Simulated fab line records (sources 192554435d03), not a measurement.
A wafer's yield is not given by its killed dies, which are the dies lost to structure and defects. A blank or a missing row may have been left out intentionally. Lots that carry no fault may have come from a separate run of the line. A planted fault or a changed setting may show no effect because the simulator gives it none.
A lot that was struck, set against a sound lot :: flow n5-finfet :: 39 out of 1938 route steps
Sound: the wafers L485.3, L485.5, L485.6. Struck: wafer L482.6 (L482.2, L482.5, from the same lot, were not struck and are left out); the cause is given at the end.
At each step with rows: each side's tool, then ch and its chambers, then its first start. Under that, the readings that differ: sound wafers :: struck wafers :: difference of the means :: sigmas: that difference in standard deviations of wafers without a fault.
alike: a reading whose means differ by less than 2 such deviations, as well as words and numbers matching on both sides. not compared: withheld readings; readings where some wafer has no value; bounds like >300 that might hide an equal value; numbers whose values overlap and for which the record gives no deviation.
A row with sigmas, a row that says differs or no value, or rows on one side alone: a step with any of these is where the two part. Numbers that don't overlap but have no deviation are shown without sigmas and don't part them. A reading missing from all wafers of one side parts the sides only when that side holds two or more wafers.

first, 9 steps without rows for these wafers: N5_DUMMY_GATE_EXPOSE_12 (exposes mask GATE, target cd 25 nm); N5_DUMMY_GATE_PEB_13 (peb time 60 s); N5_DUMMY_GATE_DEVELOP_14 (develop time 30 s); N5_DUMMY_GATE_DESCUM_20 (chemistry O2, time 6.2 s); N5_DUMMY_GATE_ETCH_29 (etches underlayer in N2/H2, target depth 13 nm); N5_DUMMY_GATE_ETCH_36 (etches SiARC in CF4, target depth 13 nm); N5_DUMMY_GATE_ETCH_37 (etches SOC in N2/H2, target depth 60 nm, overetch 30 nm); N5_DUMMY_GATE_STRIP_38 (strips in N2/H2); N5_DUMMY_GATE_STRIP_39 (strips in N2/H2).
N5_DUMMY_GATE_TRIM_49: chemistry O2, time 29 s, target cd 14 nm.
  sound on rie-si-02 ch 0,3, day 7 18:03; struck on rie-si-05 ch 0, day 7 00:33
reading: chamber-pressure-mTorr (mTorr)
sound: 59.90 59.94 59.93
struck: 60.10
difference: +0.18
sigmas: +3

reading: oes-product-au (a.u.)
sound: 0.983 0.984 1.000
struck: 0.698
difference: -0.291
sigmas: -18

reading: throttle-valve-pct (%)
sound: 8.18 8.20 8.38
struck: 8.00
difference: -0.25
sigmas: -2

reading: model.DUMMY_GATE.cd-nm (nm)
sound: 14 14.2 14
struck: 18
difference: +4
sigmas: 
  alike: drypump-motor-current-A
  not compared: rf-hours-counter-h
then, 1 step without rows for these wafers: N5_DUMMY_GATE_STRIP_40 (strips in CF4).
N5_DUMMY_GATE_CD_MEAS_50: target cd 14 nm.
  sound: cd-sem-01 at day 7 18:19; struck: cd-sem-03 at day 7 00:43
reading: cd-nm (nm)
sound: 13.7 14.4 13.7
struck: 17.9
difference: +4.0
sigmas: +11
then, 6 steps without rows for these wafers: N5_DUMMY_GATE_ETCH_31 (etches SiO2 in C4F6/O2, target depth 82.5 nm, time 27.5 s); N5_DUMMY_GATE_STRIP_41 (strips in O2); N5_DUMMY_GATE_HM_OPEN_21 (chemistry CH3F/O2, target SiNx, target depth 120 nm, time 171.4 s); N5_DUMMY_GATE_ETCH_32 (etches SiO2 in CF4, target depth 3.5 nm, time 3.9 s); N5_DUMMY_GATE_ETCH_23 (etches poly-Si in HBr/Cl2/O2, target depth 41 nm, time 22.3 s); N5_DUMMY_GATE_ETCH_44 (etches poly-Si in HBr/O2, stops on SiO2, target depth 127.5 nm).
N5_DUMMY_GATE_CD_MEAS_24: target cd 15 nm.
  sound: cd-sem-03 at day 7 18:56; struck: cd-sem-01 at day 7 01:12
reading: cd-nm (nm)
sound: 14.6 15.2 15.1
struck: 19.3
difference: +4.3
sigmas: +14
N5_DUMMY_GATE_ETCH_42: etches SiO2 in CHF3/O2, target depth 3.5 nm, time 31 s.
  sound on rie-diel-05 ch 1,2, day 7 18:59; struck on rie-diel-02 ch 2, day 7 01:15
reading: model.DUMMY_GATE.cd-nm (nm)
sound: 14.8 15.2 15
struck: 19.4
difference: +4.4
sigmas: 
  alike: chamber-pressure-mTorr, drypump-motor-current-A, oes-product-au, rf-vpp-V, showerhead-plenum-p-Torr, throttle-valve-pct
  not compared: rf-hours-counter-h
then, 17 steps without rows for these wafers: N5_DUMMY_GATE_STRIP_48 (strips in N2/H2, time 20 s); N5_DUMMY_GATE_PRECLEAN_33 (cleans in dHF, time 10 s); N5_DUMMY_GATE_PRECLEAN_25 (cleans in O3/DIW, time 45 s); N5_DUMMY_GATE_PRECLEAN_51 (cleans in SC2, time 45 s); N5_DUMMY_GATE_SRD_26 (time 30 s); N5_DUMMY_GATE_UV_OZONE_45 (time 120 s); N5_SPACER0_ALD_07 (deposits SiNx, target thk 2 nm); N5_SPACER0_ALD_00 (deposits SiOCN, target thk 3.5 nm, pulse time 3 s, purge time 2 s); N5_SPACER0_ALD_08 (deposits SiNx, target thk 2 nm); N5_SD_EPI_N_COAT_32 (time 60 s, resist thk 350 nm); N5_SD_EPI_N_COAT_33 (time 60 s, resist thk 35 nm); N5_SD_EPI_N_COAT_03 (resist thk 150 nm); N5_SD_EPI_N_EBR_05; N5_SD_EPI_N_SOFTBAKE_04 (time 60 s); N5_SD_EPI_N_EXPOSE_06 (exposes mask SD N BLK, target cd 120 nm); N5_SD_EPI_N_PEB_07 (peb time 60 s); N5_SD_EPI_N_DEVELOP_08 (develop time 30 s).
N5_BEOL_M4_RC_MEAS_101:
  the record has rows for the sound wafers here (prober-02 ch 0, day 13 06:05) and none for the struck ones
-- the record jumps here: 10 days lie between the struck wafers' starts before and after (it left off in module BEOL_M4 and takes up again in module PASSIVATION, whose first step shown is number 1936 of the route) --
N5_PASSIVATION_PROBE_49:
  sound: prober-01 at day 17 21:41; struck: prober-01 at day 17 13:04
reading: defect-limited-yield (%)
sound: 91.9 91.2 92.5
struck: 0.3
difference: -91.6
sigmas: -61

reading: killed-at-front-end
sound: 47 43 43
struck: 1106
difference: +1062
sigmas: +82

reading: killed-dies
sound: 96 104 88
struck: 1177
difference: +1081
sigmas: +64

reading: killed-on-rim
sound: 7 20 12
struck: 152
difference: +139
sigmas: +33

reading: sort_bin_8_speed (%)
sound: 0 0 0
struck: 0.17
difference: +0.17
sigmas: +5

reading: sort-n-pass
sound: 1084 1076 1092
struck: 1
difference: -1083
sigmas: -64

reading: sort-yield-pct (%)
sound: 91.9 91.2 92.5
struck: 0.1
difference: -91.8
sigmas: -61
  alike: killed_at_M0_to_M3, killed_at_M4_up, killed-at-contacts, killed-at-other, killed-open, killed-short, sort_bin_5_function, sort_bin_6_memory

WHERE THEY PART
First at N5_DUMMY_GATE_TRIM_49; last, within this record, at N5_PASSIVATION_PROBE_49.

WHY: the cause the simulator had injected
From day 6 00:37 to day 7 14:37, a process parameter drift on rie-si-05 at N5_DUMMY_GATE_TRIM_49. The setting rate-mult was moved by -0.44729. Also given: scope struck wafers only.
